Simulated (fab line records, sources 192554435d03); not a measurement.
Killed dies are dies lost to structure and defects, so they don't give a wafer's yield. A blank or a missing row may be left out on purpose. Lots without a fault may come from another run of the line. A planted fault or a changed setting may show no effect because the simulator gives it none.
fab line records | flow n5_finfet
record lots=21 wafers=63 last_day=19
route steps=1938 shown ILD0@341 SDB@363 HKMG_FIN@403 GATE_CUT@468
lots that met no fault: from a run of the same line without faults
start_h: hours from the record's first day to the start of the lot's first wafer shown | wait_h: hours since the lot's step before | " the same as in the row above | L1.1+2: a row that stands for several wafers | - no value, or no start given | * or withheld: withheld | < > ~ a bound
route shown NAME@n: a module of which the file shows steps, and the number in the route of the first | usual: mean/standard deviation of fault-free wafers | same: alike in all rows | chamber/n: place in a boat | sites: the reading at each site | _std_site: their standard deviation | _edge_site: outer sites' mean less inner sites' | radius_mm: how far each site lies from the wafer's centre | mask NAME#n: copy n | behind: the tool/chamber that last shaped the wafer | hold: why the lot was held/for how many hours/how that ended | device: the transistor (n, p or np) that didn't switch | end of line: the same wafers' tests at the end of the route | a step without rows: its recipe alone | killed: dies lost to structure and defects at the first sort, not the wafer's yield | map: a wafer's dies, x killed, . not, _ none there
set.NAME: the setting as run; set.NAME@STEP: as run at that earlier step | model.NAME: the simulator's own value behind a step, which no gauge read
steps of the route over a sample of lots; a table a step, a row a wafer
services: from which hour (start_h, from the record's first day; less than 0 if before it) a tool's chamber was out of use, for how many hours, and why
## steps
# step N5_ILD0_THK_MEAS_08
# usual thk_nm=139.1/1.1
# columns lot.wafer tool chamber start_h wait_h thk_nm
L075.2 film_metro-01 - 70.25 - 139.6
L075.3 " - " " 138.6
L075.5 " - " " 140.7
L076.1 film_metro-02 - 75.41 - 140.8
L076.2 " - " " 140.8
L076.6 " - " " 140.8
L078.1 film_metro-02 - 86.01 - 138.5
L078.3 " - " " 138.5
L078.4 " - " " 139.6
L077.1 film_metro-02 - 86.41 - 137.1
L077.2 " - " " 138.4
L077.6 " - " " 137.7
L079.1 film_metro-02 - 93.69 - 139.2
L079.3 " - " " 140.8
L079.6 " - " " 138.3
L080.3 film_metro-01 - 98.96 - 137.1
L080.5 " - " " 137.6
L080.6 " - " " 137.8
L081.1 film_metro-01 - 106.10 - 138.4
L081.2 " - " " 139.5
L081.5 " - " " 138.5
L082.1 film_metro-01 - 113.34 - 141.0
L082.2 " - " " 140.5
L082.6 " - " " 140.8
L083.1 film_metro-01 - 116.10 - 139.0
L083.2 " - " " 139.6
L083.3 " - " " 140.1
L084.1 film_metro-02 - 120.72 - 139.5
L084.5 " - " " 138.7
L084.6 " - " " 140.9
L085.1 film_metro-02 - 129.29 - 140.4
L085.3 " - " " 140.4
L085.6 " - " " 141.9
L086.1 film_metro-01 - 136.85 - 139.6
L086.3 " - " " 140.2
L086.5 " - " " 139.3
L087.2 film_metro-01 - 141.50 - 137.6
L087.5 " - " " 138.5
L087.6 " - " " 137.8
L089.1 film_metro-01 - 150.12 - 139.2
L089.3 " - " " 139.4
L089.6 " - " " 140.1
L090.1 film_metro-02 - 159.87 - 139.4
L090.3 " - " " 139.1
L090.5 " - " " 140.1
L091.1 film_metro-01 - 162.88 - 140.2
L091.4 " - " " 139.8
L091.6 " - " " 139.0
L092.2 film_metro-01 - 168.56 - 139.4
L092.3 " - " " 139.2
L092.6 " - " " 138.5
L093.1 film_metro-01 - 178.11 - 140.0
L093.3 " - " " 139.5
L093.5 " - " " 138.6
L094.1 film_metro-02 - 179.26 - 138.6
L094.2 " - " " 139.9
L094.5 " - " " 138.9
L095.1 film_metro-01 - 185.99 - 137.4
L095.4 " - " " 136.2
L095.6 " - " " 136.2
L096.1 film_metro-01 - 192.35 - 139.5
L096.3 " - " " 138.0
L096.4 " - " " 138.3
# step N5_SDB_STRIP_21
# recipe chemistry=CF4 resist=SiARC power_w=300 bias_power_w=75 pressure_mtorr=50 cf4_flow_sccm=150 rf_frequency_hz=6e+07
# usual bias_power_w=75.01/0.24 chamber_pressure_mTorr=50.00/0.041 drypump_motor_current_A=5.7/0.42 oes_product_au=0.79/0.09 rf_vpp_V=271.5/1.1 showerhead_plenum_p_Torr=1.81/0.041 throttle_valve_pct=13.60/0.22
# columns lot.wafer tool chamber start_h wait_h bias_power_w chamber_pressure_mTorr drypump_motor_current_A oes_product_au rf_hours_counter_h rf_vpp_V showerhead_plenum_p_Torr throttle_valve_pct
L075.2 rie_diel-02 3 74.27 0.0 74.68 50.02 6.4 0.69 238 269.3 1.71 13.98
L075.3 " 1 " " 75.04 50.03 5.0 0.72 190 271.5 1.77 13.58
L075.5 " 3 " " 74.73 50.00 6.4 0.69 - 270.0 1.71 13.97
L076.1 rie_diel-02 3 79.44 0.0 75.19 49.97 6.4 0.69 239 267.7 1.71 13.97
L076.2 " 0 " " 74.95 49.98 5.2 0.72 194 272.8 1.86 13.93
L076.6 " 0 " " 74.98 50.01 5.2 0.71 - 273.8 1.86 13.94
L078.1 rie_diel-06 1 90.04 0.0 75.12 50.02 5.7 0.89 12 272.3 1.85 13.30
L078.3 " 3 " " 75.01 50.01 5.8 0.75 147 269.6 1.78 13.59
L078.4 " 0 " " 75.49 49.94 5.8 0.94 6 272.5 1.84 13.40
L077.1 rie_diel-06 3 90.51 0.0 74.94 49.96 5.8 0.75 147 271.4 1.78 13.59
L077.2 " 0 " " 75.32 50.02 5.8 0.95 6 272.6 1.84 13.38
L077.6 " 3 " " 74.87 50.02 5.8 0.75 - 270.8 1.78 13.60
L079.1 rie_diel-05 1 97.60 0.0 74.94 50.04 5.4 0.76 144 270.8 1.80 13.77
L079.3 " 3 " " 75.74 49.97 5.3 0.93 5 271.8 1.82 13.23
L079.6 " 3 " " 74.74 50.01 5.3 0.93 - 271.9 1.82 13.23
L080.3 rie_diel-05 1 103.11 0.0 75.47 50.00 5.4 0.76 146 271.4 1.80 13.76
L080.5 " 0 " " 74.83 50.01 6.2 0.73 - 271.5 1.79 13.69
L080.6 " 3 " " 74.73 50.01 5.3 0.92 - 273.2 1.82 13.21
L081.1 rie_diel-02 0 110.19 0.0 74.88 49.99 5.2 0.71 206 272.4 1.86 13.94
L081.2 " 3 " " 75.07 50.05 6.4 0.67 251 268.5 1.71 14.01
L081.5 " 3 " " 75.30 49.96 6.4 0.69 - 268.7 1.70 13.99
L082.1 rie_diel-05 2 117.23 0.0 75.18 49.97 5.5 0.70 196 271.4 1.79 13.66
L082.2 " 1 " " 75.27 49.89 5.4 0.75 150 271.2 1.79 13.79
L082.6 " 3 " " 75.05 50.06 5.3 0.91 - 271.1 1.82 13.23
L083.1 rie_diel-06 2 120.13 0.0 75.12 50.08 6.3 0.72 186 270.6 1.79 13.77
L083.2 " 1 " " 75.34 49.97 5.7 0.87 21 270.8 1.84 13.32
L083.3 " 0 " " 74.92 50.03 5.8 0.91 15 271.0 1.84 13.41
L084.1 rie_diel-06 0 124.74 0.0 74.74 49.92 5.8 0.91 17 272.7 1.84 13.40
L084.5 " 2 " " 74.96 50.07 6.3 0.71 - 270.5 1.79 13.76
L084.6 " 1 " " 75.25 50.03 5.7 0.87 - 273.3 1.84 13.33
L085.1 rie_diel-02 2 133.18 0.0 74.97 49.94 5.8 0.87 31 271.3 1.83 13.46
L085.3 " 3 " " 74.63 49.94 6.3 0.97 0 274.4 1.91 13.41
L085.6 " 3 " " 75.06 50.00 6.3 0.97 - 272.5 1.91 13.41
L086.1 rie_diel-06 3 140.88 0.0 74.88 50.02 5.8 0.73 164 270.9 1.78 13.64
L086.3 " 2 " " 74.85 50.01 6.3 0.71 193 271.1 1.79 13.77
L086.5 " 3 " " 74.92 49.94 5.8 0.74 - 272.4 1.78 13.65
L087.2 rie_diel-05 3 145.41 0.0 75.09 50.03 5.3 0.89 19 271.4 1.82 13.25
L087.5 " 3 " " 74.78 50.02 5.3 0.89 - 272.2 1.82 13.26
L087.6 " 0 " " 74.93 49.96 6.2 0.72 - 270.5 1.78 13.74
L089.1 rie_diel-05 3 154.09 0.0 74.71 50.05 5.3 0.88 22 272.1 1.82 13.24
L089.3 " 1 " " 74.79 50.01 5.4 0.73 165 271.0 1.79 13.82
L089.6 " 0 " " 74.84 49.99 6.2 0.72 - 271.2 1.78 13.75
L090.1 rie_diel-06 2 163.88 0.0 75.24 49.94 6.3 0.71 200 270.8 1.79 13.80
L090.3 " 1 " " 74.72 49.99 5.7 0.86 35 271.7 1.84 13.36
L090.5 " 3 " " 74.94 50.08 5.8 0.73 - 271.8 1.78 13.64
L091.1 rie_diel-06 2 166.90 0.0 75.38 50.05 6.3 0.70 202 270.9 1.79 13.81
L091.4 " 0 " " 75.21 50.01 5.8 0.88 31 271.3 1.83 13.45
L091.6 " 0 " " 75.16 50.06 5.8 0.89 - 272.1 1.83 13.45
L092.2 rie_diel-06 1 172.85 0.0 75.36 50.04 5.7 0.85 38 271.0 1.84 13.38
L092.3 " 2 " " 74.82 50.01 6.3 0.70 203 270.1 1.79 13.82
L092.6 " 1 " " 75.18 50.05 5.8 0.85 - 272.4 1.84 13.35
L093.1 rie_diel-06 1 182.23 0.0 75.28 49.97 5.7 0.84 40 271.2 1.84 13.36
L093.3 " 2 " " 75.03 50.03 6.3 0.70 206 270.4 1.79 13.82
L093.5 " 2 " " 74.95 49.99 6.3 0.70 - 271.0 1.79 13.82
L094.1 rie_diel-05 3 183.53 0.0 75.04 49.99 5.3 0.86 31 272.3 1.82 13.27
L094.2 " 2 " " 74.51 50.09 5.5 0.69 220 271.8 1.78 13.71
L094.5 " 1 " " 75.34 50.03 5.4 0.72 - 270.4 1.79 13.85
L095.1 rie_diel-02 1 190.30 0.0 75.06 49.99 4.9 0.69 226 270.4 1.76 13.65
L095.4 " 2 " " 74.84 49.98 5.8 0.84 46 271.7 1.83 13.50
L095.6 " 0 " " 75.01 49.97 5.2 0.69 - 271.5 1.85 14.01
L096.1 rie_diel-02 0 196.48 0.0 74.96 50.04 5.2 0.69 229 271.2 1.85 14.00
L096.3 " 2 " " 75.33 50.02 5.8 0.84 50 271.0 1.83 13.51
L096.4 " 3 " " 74.87 49.91 6.4 0.91 18 273.6 1.91 13.46
# step N5_HKMG_FIN_ETCH_55
# recipe chemistry=N2/H2 target=SOC target_depth_a=2400 temp_c=40 time_s=300 ion_energy_ev=200 mask_material=SiARC pressure_mtorr=30 source_w=840 bias_w=150 n2_flow_sccm=200 h2_flow_sccm=200
# usual bias_w=150.0/0.43 chamber_pressure_mTorr=29.997/0.03 drypump_motor_current_A=5.7/0.43 oes_product_au=0.79/0.097 rf_vpp_V=524.6/1.8 showerhead_plenum_p_Torr=2.56/0.06 throttle_valve_pct=17.84/0.16
# columns lot.wafer tool chamber start_h wait_h bias_w chamber_pressure_mTorr drypump_motor_current_A oes_product_au rf_hours_counter_h rf_vpp_V showerhead_plenum_p_Torr throttle_valve_pct
L075.2 rie_diel-02 1 80.02 0.0 150.2 29.979 5.0 0.71 192 522.8 2.51 17.82
L075.3 " 3 " " 149.6 30.009 6.4 0.68 239 520.2 2.38 17.87
L075.5 " 1 " " 150.9 30.013 5.0 0.71 - 522.9 2.51 17.81
L076.1 rie_diel-02 1 84.90 0.0 150.6 30.046 5.0 0.71 194 524.9 2.51 17.83
L076.2 " 0 " " 149.6 29.993 5.2 0.73 196 525.5 2.62 18.08
L076.6 " 3 " " 149.6 29.983 6.4 0.69 - 520.1 2.38 17.90
L078.1 rie_diel-02 2 95.38 0.0 149.7 30.045 5.8 0.90 20 526.2 2.59 17.73
L078.3 " 1 " " 149.7 30.020 5.0 0.70 197 523.9 2.51 17.85
L078.4 " 3 " " 150.2 29.994 6.4 0.67 244 520.7 2.38 17.89
L077.1 rie_diel-06 2 96.42 0.0 149.7 29.981 6.3 0.72 178 523.0 2.52 17.82
L077.2 " 3 " " 150.3 29.977 5.8 0.76 149 523.3 2.52 17.75
L077.6 " 0 " " 150.2 29.865 5.8 0.96 - 524.6 2.59 17.77
L079.1 rie_diel-06 0 103.15 0.0 150.3 30.009 5.8 0.94 10 525.2 2.59 17.78
L079.3 " 2 " " 149.3 29.969 6.3 0.72 181 523.5 2.52 17.83
L079.6 " 3 " " 149.8 29.948 5.8 0.74 - 524.5 2.52 17.75
L080.3 rie_diel-05 3 109.24 0.0 149.8 30.015 5.4 0.95 8 526.3 2.61 17.77
L080.5 " 2 " " 149.6 29.976 5.5 0.70 - 525.3 2.53 17.81
L080.6 " 1 " " 150.5 29.996 5.4 0.76 - 523.2 2.54 18.01
L081.1 rie_diel-05 3 115.79 0.0 149.9 30.025 5.4 0.96 9 526.0 2.61 17.79
L081.2 " 1 " " 150.1 30.025 5.4 0.78 149 523.4 2.54 18.01
L081.5 " 2 " " 150.0 30.001 5.5 0.71 - 523.8 2.53 17.83
L082.1 rie_diel-05 1 123.04 0.0 149.9 30.005 5.4 0.76 152 524.3 2.54 18.00
L082.2 " 0 " " 149.3 29.998 6.3 0.73 150 524.5 2.53 17.98
L082.6 " 2 " " 150.3 29.976 5.5 0.70 - 522.2 2.53 17.81
L083.1 rie_diel-06 1 125.94 0.0 149.8 30.005 5.8 0.89 23 526.2 2.62 17.70
L083.2 " 3 " " 150.3 30.026 5.8 0.75 159 524.5 2.52 17.75
L083.3 " 0 " " 149.4 29.993 5.9 0.91 18 524.8 2.58 17.78
L084.1 rie_diel-06 0 130.43 0.0 149.3 29.940 5.8 0.91 20 525.3 2.58 17.79
L084.5 " 2 " " 149.3 30.014 6.3 0.70 - 524.4 2.52 17.82
L084.6 " 3 " " 149.9 29.973 5.8 0.74 - 523.9 2.52 17.76
L085.1 rie_diel-05 2 139.08 0.0 149.7 29.973 5.5 0.68 206 523.8 2.53 17.83
L085.3 " 0 " " 149.8 29.975 6.2 0.73 157 523.8 2.53 17.99
L085.6 " 0 " " 149.5 30.005 6.3 0.72 - 524.1 2.53 17.97
L086.1 rie_diel-05 2 146.41 0.0 150.6 30.021 5.5 0.69 208 523.7 2.52 17.84
L086.3 " 3 " " 150.3 29.999 5.3 0.93 19 524.9 2.61 17.81
L086.5 " 3 " " 149.8 30.023 5.3 0.92 - 525.7 2.61 17.79
L087.2 rie_diel-02 0 150.77 0.0 149.5 30.022 5.2 0.70 219 525.7 2.61 18.11
L087.5 " 2 " " 150.3 30.018 5.8 0.86 - 524.9 2.58 17.75
L087.6 " 1 " " 150.7 30.022 5.0 0.69 - 523.0 2.50 17.86
L089.1 rie_diel-05 2 159.50 0.0 149.4 30.002 5.5 0.68 212 523.6 2.52 17.82
L089.3 " 0 " " 150.0 29.959 6.2 0.72 163 522.9 2.53 18.00
L089.6 " 3 " " 149.7 29.998 5.3 0.90 - 525.3 2.61 17.82
L090.1 rie_diel-06 3 169.40 0.0 150.3 30.025 5.8 0.74 174 522.9 2.51 17.79
L090.3 " 2 " " 150.3 30.000 6.3 0.70 203 521.6 2.51 17.84
L090.5 " 0 " " 149.8 29.999 5.8 0.89 - 525.1 2.58 17.81
L091.1 rie_diel-02 3 172.94 0.0 149.5 30.009 6.3 0.94 11 529.0 2.69 17.43
L091.4 " 0 " " 150.3 29.977 5.2 0.71 224 525.0 2.60 18.13
L091.6 " 0 " " 150.1 30.027 5.2 0.70 - 525.4 2.61 18.11
L092.2 rie_diel-02 2 178.46 0.0 149.7 30.002 5.8 0.84 44 525.6 2.58 17.77
L092.3 " 0 " " 150.2 29.997 5.2 0.70 226 528.4 2.61 18.13
L092.6 " 0 " " 149.6 29.967 5.2 0.69 - 526.0 2.60 18.12
L093.1 rie_diel-06 3 188.49 0.0 149.5 30.014 5.8 0.73 178 524.6 2.51 17.78
L093.3 " 0 " " 150.9 30.007 5.8 0.89 35 525.4 2.58 17.83
L093.5 " 1 " " 149.8 30.011 5.7 0.85 - 524.8 2.61 17.72
L094.1 rie_diel-05 0 189.06 0.0 150.1 30.042 6.3 0.72 172 522.7 2.52 18.00
L094.2 " 3 " " 149.4 29.959 5.3 0.90 32 525.5 2.60 17.83
L094.5 " 0 " " 150.0 30.026 6.2 0.71 - 523.2 2.52 18.00
L095.1 rie_diel-05 3 195.93 0.0 149.9 30.050 5.3 0.89 35 524.5 2.60 17.83
L095.4 " 0 " " 150.2 30.019 6.2 0.70 175 522.2 2.52 18.01
L095.6 " 0 " " 150.1 29.988 6.2 0.70 - 523.4 2.52 18.02
L096.1 rie_diel-02 3 202.22 0.0 150.4 30.004 6.3 0.90 21 529.5 2.68 17.44
L096.3 " 0 " " 150.3 30.014 5.2 0.69 232 525.1 2.60 18.14
L096.4 " 3 " " 149.9 30.011 6.3 0.91 - 528.2 2.68 17.45
# step N5_HKMG_FIN_ETCH_58
# recipe chemistry=N2/H2 target=SOC target_depth_a=2158 ion_energy_ev=50 bias_w=13 time_s=741 pressure_mtorr=30 source_w=875 n2_flow_sccm=200 h2_flow_sccm=200
# usual bias_w=13.00/0.04 chamber_pressure_mTorr=30.000/0.027 drypump_motor_current_A=5.7/0.43 oes_product_au=0.79/0.099 rf_vpp_V=99.3/0.96 showerhead_plenum_p_Torr=2.56/0.06 throttle_valve_pct=17.80/0.16
# columns lot.wafer tool chamber start_h wait_h bias_w chamber_pressure_mTorr drypump_motor_current_A oes_product_au rf_hours_counter_h rf_vpp_V showerhead_plenum_p_Torr throttle_valve_pct
L075.2 rie_diel-02 1 80.23 0.0 12.97 29.995 4.9 0.71 192 98.1 2.51 17.80
L075.3 " 3 " " 13.02 30.012 6.4 0.68 239 97.9 2.38 17.85
L075.5 " 1 " " 12.99 29.984 5.0 0.72 - 101.8 2.51 17.79
L076.1 rie_diel-02 1 85.12 0.0 12.97 30.017 5.0 0.71 194 98.4 2.51 17.80
L076.2 " 0 " " 13.06 30.013 5.2 0.72 196 99.9 2.62 18.03
L076.6 " 3 " " 12.96 29.990 6.4 0.68 - 100.9 2.38 17.84
L078.1 rie_diel-02 2 95.59 0.0 13.06 30.004 5.8 0.91 20 98.4 2.59 17.66
L078.3 " 1 " " 13.01 29.981 5.0 0.71 197 98.5 2.51 17.80
L078.4 " 3 " " 12.98 29.989 6.4 0.68 244 98.4 2.38 17.84
L077.1 rie_diel-06 2 96.63 0.0 12.94 29.987 6.3 0.72 179 99.1 2.52 17.78
L077.2 " 3 " " 13.02 29.969 5.8 0.75 149 96.6 2.52 17.69
L077.6 " 0 " " 13.07 30.006 5.8 0.96 - 100.5 2.59 17.73
L079.1 rie_diel-06 0 103.36 0.0 13.05 29.942 5.8 0.94 11 100.9 2.59 17.72
L079.3 " 2 " " 13.04 29.919 6.3 0.72 181 98.8 2.52 17.77
L079.6 " 3 " " 13.03 30.032 5.8 0.75 - 100.9 2.52 17.69
L080.3 rie_diel-05 3 109.45 0.0 12.92 30.001 5.3 0.95 8 99.9 2.61 17.73
L080.5 " 2 " " 13.05 30.006 5.5 0.70 - 98.5 2.53 17.77
L080.6 " 1 " " 12.99 29.993 5.4 0.77 - 98.6 2.54 17.96
L081.1 rie_diel-05 3 116.00 0.0 13.08 29.995 5.3 0.96 9 100.9 2.61 17.76
L081.2 " 1 " " 12.99 30.020 5.4 0.76 149 98.9 2.54 17.99
L081.5 " 2 " " 13.02 29.976 5.5 0.70 - 98.9 2.53 17.79
L082.1 rie_diel-05 1 123.25 0.0 12.96 30.031 5.4 0.76 152 98.4 2.54 17.98
L082.2 " 0 " " 13.02 29.981 6.2 0.73 150 99.8 2.53 17.93
L082.6 " 2 " " 12.97 29.998 5.5 0.70 - 100.1 2.53 17.78
L083.1 rie_diel-06 1 126.15 0.0 12.98 30.034 5.7 0.90 24 99.8 2.62 17.65
L083.2 " 3 " " 13.09 30.032 5.8 0.75 159 98.7 2.52 17.71
L083.3 " 0 " " 12.96 30.008 5.8 0.92 18 99.0 2.58 17.75
L084.1 rie_diel-06 0 130.65 0.0 12.91 29.989 5.8 0.92 20 99.1 2.58 17.75
L084.5 " 2 " " 13.01 29.945 6.3 0.70 - 98.6 2.52 17.80
L084.6 " 3 " " 12.98 29.995 5.8 0.74 - 99.5 2.52 17.72
L085.1 rie_diel-05 2 139.29 0.0 13.03 30.051 5.5 0.68 206 98.8 2.53 17.78
L085.3 " 0 " " 13.01 30.011 6.2 0.73 157 98.7 2.53 17.94
L085.6 " 0 " " 13.01 30.025 6.2 0.73 - 98.9 2.53 17.94
L086.1 rie_diel-05 2 146.62 0.0 13.05 30.001 5.5 0.69 208 98.6 2.53 17.79
L086.3 " 3 " " 12.95 29.980 5.3 0.92 19 99.4 2.61 17.76
L086.5 " 3 " " 13.00 29.971 5.3 0.92 - 97.5 2.61 17.76
L087.2 rie_diel-02 0 150.98 0.0 12.91 29.953 5.2 0.71 220 98.7 2.61 18.07
L087.5 " 2 " " 13.01 29.973 5.8 0.86 - 99.4 2.58 17.70
L087.6 " 1 " " 13.02 30.052 5.0 0.69 - 97.8 2.50 17.82
L089.1 rie_diel-05 2 159.71 0.0 13.00 29.945 5.5 0.67 212 99.4 2.52 17.81
L089.3 " 0 " " 12.96 30.032 6.3 0.71 163 97.8 2.53 17.95
L089.6 " 3 " " 13.02 29.996 5.3 0.92 - 98.6 2.61 17.75
L090.1 rie_diel-06 3 169.61 0.0 13.01 29.958 5.8 0.74 174 99.5 2.51 17.73
L090.3 " 2 " " 12.98 29.989 6.3 0.71 203 99.5 2.51 17.82
L090.5 " 0 " " 12.99 30.028 5.8 0.90 - 100.6 2.58 17.77
L091.1 rie_diel-02 3 173.15 0.0 12.91 30.038 6.4 0.95 11 100.5 2.69 17.39
L091.4 " 0 " " 12.97 29.927 5.2 0.70 224 99.6 2.60 18.09
L091.6 " 0 " " 13.02 29.989 5.2 0.72 - 99.4 2.60 18.09
L092.2 rie_diel-02 2 178.67 0.0 13.03 30.032 5.8 0.86 44 99.1 2.58 17.72
L092.3 " 0 " " 13.03 30.000 5.2 0.70 226 100.7 2.60 18.09
L092.6 " 0 " " 12.98 29.997 5.2 0.70 - 99.7 2.60 18.08
L093.1 rie_diel-06 3 188.70 0.0 13.03 29.990 5.8 0.74 178 99.4 2.51 17.74
L093.3 " 0 " " 12.99 30.007 5.8 0.89 36 100.0 2.58 17.76
L093.5 " 1 " " 13.04 30.010 5.7 0.86 - 99.9 2.61 17.68
L094.1 rie_diel-05 0 189.27 0.0 12.94 30.016 6.2 0.71 172 98.6 2.52 17.98
L094.2 " 3 " " 13.03 30.038 5.3 0.89 32 99.7 2.60 17.78
L094.5 " 0 " " 13.00 29.971 6.2 0.71 - 98.7 2.52 17.96
L095.1 rie_diel-05 3 196.14 0.0 12.93 30.065 5.3 0.88 35 101.0 2.60 17.77
L095.4 " 0 " " 12.90 29.990 6.2 0.71 175 98.7 2.52 17.98
L095.6 " 0 " " 12.93 29.973 6.2 0.71 - 98.9 2.52 17.98
L096.1 rie_diel-02 3 202.43 0.0 13.02 30.003 6.4 0.92 21 99.0 2.68 17.40
L096.3 " 0 " " 13.00 29.964 5.2 0.69 232 98.9 2.60 18.08
L096.4 " 3 " " 13.05 30.022 6.4 0.92 - 100.4 2.68 17.41
# step N5_HKMG_FIN_ALD_79
# recipe material=TiN target_thk_a=15 temp_c=400 ald_precursor_family=TiCl4 ald_co_reactant=NH3 pulse_time_s=1 purge_time_s=3 co_reactant_purge_time_s=2 co_reactant_pulse_time_s=2 ald_cycles=68 pressure_torr=3
# usual heater_power_w=879/100 precursor_pulse_height_rel=1.000/0.019
# same co_reactant_pulse_time_s=2
# columns lot.wafer tool chamber start_h wait_h heater_power_w precursor_pulse_height_rel
L075.2 ald_metal-03 2 81.30 0.0 863 0.972
L075.3 " 1 " " 834 0.992
L075.5 " 3 " " 955 1.017
L076.1 ald_metal-03 3 86.18 0.0 1020 1.019
L076.2 " 1 " " 805 1.002
L076.6 " 0 " " 1054 1.011
L078.1 ald_metal-03 3 96.66 0.0 973 1.012
L078.3 " 0 " " 1076 0.993
L078.4 " 1 " " 820 0.967
L077.1 ald_metal-03 0 97.70 0.0 1081 1.019
L077.2 " 2 " " 892 0.995
L077.6 " 2 " " 883 0.987
L079.1 ald_metal-04 0 104.44 0.0 909 0.984
L079.3 " 2 " " 864 1.002
L079.6 " 0 " " 927 1.009
L080.3 ald_metal-04 2 110.52 0.0 837 1.022
L080.5 " 3 " " 687 1.032
L080.6 " 2 " " 851 0.992
L081.1 ald_metal-04 3 117.07 0.0 691 0.988
L081.2 " 1 " " 838 0.958
L081.5 " 2 " " 856 0.983
L082.1 ald_metal-03 0 124.32 0.0 1058 0.964
L082.2 " 3 " " 961 0.995
L082.6 " 1 " " 816 1.005
L083.1 ald_metal-03 2 127.21 0.0 902 1.021
L083.2 " 3 " " 961 1.000
L083.3 " 1 " " 825 0.961
L084.1 ald_metal-02 3 131.71 0.0 781 1.010
L084.5 " 3 " " 772 1.007
L084.6 " 0 " " 930 0.982
L085.1 ald_metal-03 2 140.35 0.0 889 0.992
L085.3 " 0 " " 1079 0.999
L085.6 " 1 " " 830 1.044
L086.1 ald_metal-02 2 147.68 0.0 745 1.014
L086.3 " 1 " " 871 0.987
L086.5 " 2 " " 736 0.994
L087.2 ald_metal-04 0 152.04 0.0 898 0.984
L087.5 " 3 " " 701 1.002
L087.6 " 2 " " 882 0.993
L089.1 ald_metal-03 0 160.77 0.0 1054 1.010
L089.3 " 2 " " 874 0.988
L089.6 " 2 " " 886 1.027
L090.1 ald_metal-02 1 170.67 0.0 835 0.995
L090.3 " 0 " " 945 1.001
L090.5 " 0 " " 919 0.998
L091.1 ald_metal-02 3 174.29 0.0 792 0.992
L091.4 " 1 " " 841 1.014
L091.6 " 2 " " 744 1.012
L092.2 ald_metal-03 0 179.80 0.0 1081 1.005
L092.3 " 3 " " 945 1.010
L092.6 " 0 " " 1042 0.987
L093.1 ald_metal-04 0 189.89 0.0 948 1.017
L093.3 " 1 " " 829 0.980
L093.5 " 2 " " 868 0.988
L094.1 ald_metal-03 2 190.42 0.0 898 0.997
L094.2 " 0 " " 1079 1.012
L094.5 " 0 " " 1025 1.041
L095.1 ald_metal-02 3 197.25 0.0 796 0.981
L095.4 " 1 " " 837 1.008
L095.6 " 1 " " 830 0.990
L096.1 ald_metal-03 2 203.49 0.0 877 0.989
L096.3 " 1 " " 813 1.039
L096.4 " 3 " " 970 0.954
# step N5_GATE_CUT_VAPOR_ETCH_60
# recipe chemistry=BCl3/Cl2 target=HfO2 mode=isotropic
# usual drypump_motor_current_A=5.8/0.38 oes_product_au=0.70/0.066
# columns lot.wafer tool chamber start_h wait_h drypump_motor_current_A oes_product_au
L075.2 rie_metal-03 1 87.97 0.0 6.0 0.79
L075.3 " 1 " " 6.0 0.80
L075.5 " 1 " " 6.0 0.79
L076.1 rie_metal-02 0 92.86 0.0 5.6 0.65
L076.2 " 1 " " 5.2 0.70
L076.6 " 1 " " 5.2 0.71
L078.1 rie_metal-02 0 103.46 0.0 5.6 0.65
L078.3 " 1 " " 5.3 0.69
L078.4 " 0 " " 5.6 0.64
L077.1 rie_metal-01 1 104.40 0.0 5.7 0.67
L077.2 " 0 " " 5.6 0.64
L077.6 " 1 " " 5.7 0.68
L079.1 rie_metal-03 0 110.98 0.0 6.4 0.70
L079.3 " 1 " " 6.0 0.79
L079.6 " 0 " " 6.4 0.71
L080.3 rie_metal-03 0 117.26 0.0 6.4 0.70
L080.5 " 1 " " 6.0 0.78
L080.6 " 0 " " 6.3 0.70
L081.1 rie_metal-02 1 124.05 0.0 5.3 0.71
L081.2 " 0 " " 5.6 0.65
L081.5 " 1 " " 5.3 0.71
L082.1 rie_metal-01 0 131.28 0.0 5.6 0.63
L082.2 " 1 " " 5.7 0.67
L082.6 " 1 " " 5.7 0.67
L083.1 rie_metal-03 0 134.16 0.0 6.4 0.70
L083.2 " 1 " " 6.0 0.78
L083.3 " 1 " " 6.0 0.77
L084.1 rie_metal-03 1 138.44 0.0 6.0 0.77
L084.5 " 1 " " 6.0 0.77
L084.6 " 0 " " 6.4 0.69
L085.1 rie_metal-03 0 147.39 0.0 6.4 0.70
L085.3 " 0 " " 6.4 0.70
L085.6 " 1 " " 6.0 0.78
L086.1 rie_metal-01 0 154.69 0.0 5.6 0.63
L086.3 " 1 " " 5.7 0.67
L086.5 " 1 " " 5.7 0.67
L087.2 rie_metal-03 0 158.83 0.0 6.4 0.70
L087.5 " 1 " " 6.0 0.77
L087.6 " 0 " " 6.4 0.69
L089.1 rie_metal-02 1 167.56 0.0 5.2 0.69
L089.3 " 0 " " 5.7 0.64
L089.6 " 1 " " 5.2 0.69
L090.1 rie_metal-03 0 177.67 0.0 6.4 0.68
L090.3 " 0 " " 6.4 0.69
L090.5 " 1 " " 6.0 0.76
L091.1 rie_metal-03 0 181.24 0.0 6.4 0.69
L091.4 " 1 " " 6.0 0.77
L091.6 " 0 " " 6.4 0.68
L092.2 rie_metal-02 0 186.67 0.0 5.6 0.63
L092.3 " 1 " " 5.3 0.69
L092.6 " 1 " " 5.3 0.69
L093.1 rie_metal-02 0 197.14 0.0 5.7 0.63
L093.3 " 0 " " 5.6 0.63
L093.5 " 1 " " 5.3 0.69
L094.1 rie_metal-03 0 197.32 0.0 6.4 0.68
L094.2 " 1 " " 6.0 0.77
L094.5 " 1 " " 6.0 0.76
L095.1 rie_metal-03 1 204.36 0.0 6.0 0.76
L095.4 " 0 " " 6.4 0.69
L095.6 " 0 " " 6.4 0.68
L096.1 rie_metal-02 1 210.07 0.0 5.3 0.69
L096.3 " 0 " " 5.6 0.64
L096.4 " 1 " " 5.3 0.69
## services
# columns tool chamber start_h hours kind
rie_diel-06 0 51.97 - clean
rie_diel-06 0 51.97 - consumable_replace:focus_ring
rie_diel-06 0 51.97 13.6 scheduled_down
rie_diel-06 0 51.97 13.6 vent_cycle
ald_metal-04 3 64.41 14.6 repair
rie_diel-05 3 66.19 7.2 repair
rie_diel-06 0 67.14 4.2 repair
ald_metal-04 1 77.86 26.0 repair
rie_diel-02 2 98.10 16.2 repair
rie_diel-02 3 114.42 - clean
rie_diel-02 3 114.42 - consumable_replace:focus_ring
rie_diel-02 3 114.42 - consumable_replace:showerhead
ald_metal-04 - 115.64 0.8 repair
rie_diel-05 3 118.81 5.5 repair
ald_metal-02 3 143.51 13.5 repair
rie_metal-02 0 143.90 12.5 repair
rie_diel-02 0 153.84 5.9 repair
rie_diel-02 1 156.34 5.9 repair
ald_metal-02 - 159.49 8.7 pm
rie_metal-03 1 164.51 4.8 repair
ald_metal-03 1 172.90 21.4 repair
rie_metal-01 - 176.41 1.3 repair
rie_diel-02 0 190.66 4.0 repair
ald_metal-04 - 200.56 1.5 repair
## key
fault none
